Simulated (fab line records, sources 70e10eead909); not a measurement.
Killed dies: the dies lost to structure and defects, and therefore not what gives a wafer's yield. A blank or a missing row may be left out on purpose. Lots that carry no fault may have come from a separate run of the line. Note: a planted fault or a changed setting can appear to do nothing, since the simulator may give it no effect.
Matching of chambers    flow nand harc    4 sister chambers for NHARC_A_CONTACT_STRIP_55 on rie diel-12
The step strips in O2. 4 wafers are shown with their chamber, then 9 later ones without.

== WAFERS PAIRED WITH THEIR CHAMBERS ==
wafer   chamber  showerhead plenum p Torr (Torr)
L400.1  1        3.64
L402.1  2        3.74
L402.2  3        3.68
L402.4  0        3.48

== WAFERS WITHOUT THEIR CHAMBER ==
wafer   showerhead plenum p Torr (Torr)
L407.1  3.74
L407.5  3.48
L407.6  3.68
L406.3  3.68
L406.4  3.48
L406.6  3.74
L408.1  3.74
L408.2  3.48
L408.3  3.63

== WHICH CHAMBER EACH ONE RAN IN ==
wafer   from the rows above  in truth
L407.1  2                    2
L407.5  0                    0
L407.6  3                    3
L406.3  3                    3
L406.4  0                    0
L406.6  2                    2
L408.1  2                    2
L408.2  0                    0
L408.3  1                    1
9 of 9 placed correctly. Not placeable from these rows: 0. Wrongly placed: 0.
How it was worked out, from the rows above alone: a wafer's distance from a chamber is the root of the sum, over the readings, of the square of ((its reading less the chamber's mean) divided by the reading's scatter). The wafer belongs to the nearest chamber; if the next one is less than 2 further off, it can't be placed. Each chamber's mean is taken over the wafers shown for it. The scatter (one wafer shown for each chamber): square how far every hidden wafer sits from the nearest shown wafer, average those squares and take the square root.
